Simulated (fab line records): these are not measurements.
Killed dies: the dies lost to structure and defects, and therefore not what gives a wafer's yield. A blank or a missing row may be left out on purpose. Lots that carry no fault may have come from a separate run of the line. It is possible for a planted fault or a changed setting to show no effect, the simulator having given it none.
Split-lot trial + flow n5-finfet + 7 lots, 39 wafers read, on a route of 1938 steps

ON THE SPLIT
At N5_HKMG_FIN_EXPOSE_09 (exposes mask NWFM), the setting dose-mj was moved away from the recipe's 39.25 on 15 of the 39 wafers read, by -4.8% to +7.9%. For the rest of the wafers, this setting stayed at what the recipe calls for.

FROM THE SPLIT TO THE READING: what the file shows between them, 2 steps
- N5_HKMG_FIN_PEB_10: peb time 60 s
- N5_HKMG_FIN_DEVELOP_11: develop time 30 s

THE READING
Shown in nm: cd-nm at N5_HKMG_FIN_CD_MEAS_12, with target cd 92.8 nm. Fault-free wafers of this fab line usually give 92.9 nm, standard deviation 0.54 nm.

| wafer  | tool, chamber at the split | dose-mj as run | against the recipe | cd-nm, nm | against lot-mates on the recipe |
|--------|----------------------------|----------------|--------------------|-----------|---------------------------------|
| L076.1 | arfi-scanner-02, 0         | 39.25          | recipe             | 93.2      | -                               |
| L076.2 | arfi-scanner-02, 0         | 37.38          | -4.8%              | 90.1      | -3.5                            |
| L076.3 | arfi-scanner-02, 0         | 39.25          | recipe             | 93.2      | -                               |
| L076.4 | arfi-scanner-02, 0         | 37.38          | -4.8%              | 90.0      | -3.6                            |
| L076.5 | arfi-scanner-02, 0         | 37.38          | -4.8%              | 90.5      | -3.1                            |
| L076.6 | arfi-scanner-02, 0         | 39.25          | recipe             | 94.3      | -                               |
| L079.1 | arfi-scanner-03, 0         | 39.25          | recipe             | 93.6      | -                               |
| L079.2 | arfi-scanner-03, 0         | 39.25          | recipe             | 92.2      | -                               |
| L079.3 | arfi-scanner-03, 0         | 38.32          | -2.4%              | 91.1      | -1.9                            |
| L079.4 | arfi-scanner-03, 0         | 39.25          | recipe             | 93.1      | -                               |
| L079.5 | arfi-scanner-03, 0         | 38.32          | -2.4%              | 91.1      | -1.9                            |
| L079.6 | arfi-scanner-03, 0         | 38.32          | -2.4%              | 90.8      | -2.2                            |
| L081.1 | arfi-scanner-01, 0         | 37.91          | -3.4%              | 90.1      | -2.6                            |
| L081.2 | arfi-scanner-01, 0         | 37.91          | -3.4%              | 90.2      | -2.5                            |
| L081.3 | arfi-scanner-01, 0         | 39.25          | recipe             | 92.3      | -                               |
| L081.4 | arfi-scanner-01, 0         | 37.91          | -3.4%              | 90.0      | -2.7                            |
| L081.5 | arfi-scanner-01, 0         | 39.25          | recipe             | 93.1      | -                               |
| L081.6 | arfi-scanner-01, 0         | 39.25          | recipe             | 92.6      | -                               |
| L086.1 | arfi-scanner-03, 0         | 39.25          | recipe             | 93.1      | -                               |
| L086.2 | arfi-scanner-03, 0         | 42.37          | +7.9%              | 97.3      | +4.7                            |
| L086.3 | arfi-scanner-03, 0         | 42.37          | +7.9%              | 97.5      | +4.9                            |
| L086.4 | arfi-scanner-03, 0         | 39.25          | recipe             | 92.5      | -                               |
| L086.5 | arfi-scanner-03, 0         | 39.25          | recipe             | 92.3      | -                               |
| L086.6 | arfi-scanner-03, 0         | 42.37          | +7.9%              | 97.3      | +4.7                            |
| L088.3 | arfi-scanner-01, 0         | 39.25          | recipe             | 92.3      | -                               |
| L088.4 | arfi-scanner-01, 0         | 39.25          | recipe             | 93.0      | -                               |
| L088.6 | arfi-scanner-01, 0         | 39.25          | recipe             | 93.0      | -                               |
| L091.1 | arfi-scanner-01, 0         | 39.25          | recipe             | 93.5      | -                               |
| L091.2 | arfi-scanner-01, 0         | 39.25          | recipe             | 92.8      | -                               |
| L091.3 | arfi-scanner-01, 0         | 39.25          | recipe             | 93.8      | -                               |
| L091.4 | arfi-scanner-01, 0         | 39.25          | recipe             | 92.8      | -                               |
| L091.5 | arfi-scanner-01, 0         | 39.25          | recipe             | 92.5      | -                               |
| L091.6 | arfi-scanner-01, 0         | 39.25          | recipe             | 93.5      | -                               |
| L096.1 | arfi-scanner-02, 0         | 40.66          | +3.6%              | 95.5      | +2.1                            |
| L096.2 | arfi-scanner-02, 0         | 40.66          | +3.6%              | 95.4      | +2.0                            |
| L096.3 | arfi-scanner-02, 0         | 39.25          | recipe             | 93.3      | -                               |
| L096.4 | arfi-scanner-02, 0         | 40.66          | +3.6%              | 95.7      | +2.3                            |
| L096.5 | arfi-scanner-02, 0         | 39.25          | recipe             | 92.8      | -                               |
| L096.6 | arfi-scanner-02, 0         | 39.25          | recipe             | 94.0      | -                               |

THE FIT
A straight line over all 39 wafers: cd-nm changes by +0.619 nm for each +1% of dose-mj; r = +0.96; the points scatter about the line by 0.55 nm.
The same after taking each lot's own level away (the mean of its wafers on the recipe; 39 wafers): +0.646 nm for each +1%; r = +0.98; scatter 0.41 nm.
Per that fit: largest dose-mj move, reading shift of 5.1 nm.
Measured against the standard deviation above, the lots' own levels, which go from 92.63 to 93.57 nm, span 1.7 times it.
Hence the lot-to-lot level has little effect on the slope; both slopes agree.
Check: for one of the wafers moved furthest among these (+7.9%), held out of the fit, the line's prediction against its lot-mates is +5.1 nm. It came out at +4.67 nm against them.

ADDITIONAL SPLITS CARRIED BY THESE WAFERS
Other splits were also applied to these wafers ahead of the reading. Each is held against what the fit with the lots' levels taken away leaves over:
| other split on the same wafers     | wafers away from the commonest value | r with cd-nm (lot level and that fit taken away) |
|------------------------------------|--------------------------------------|--------------------------------------------------|
| N5_FIN_SAQP_HM_DEP_72 target-thk-a | 15                                   | +0.08                                            |
| N5_SD_EPI_N_EPI_21 pressure-torr   | 24                                   | -0.15                                            |

THE FILE'S OWN FIT
cd-nm changes by +0.641 nm for each +1% of dose-mj, r = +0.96.
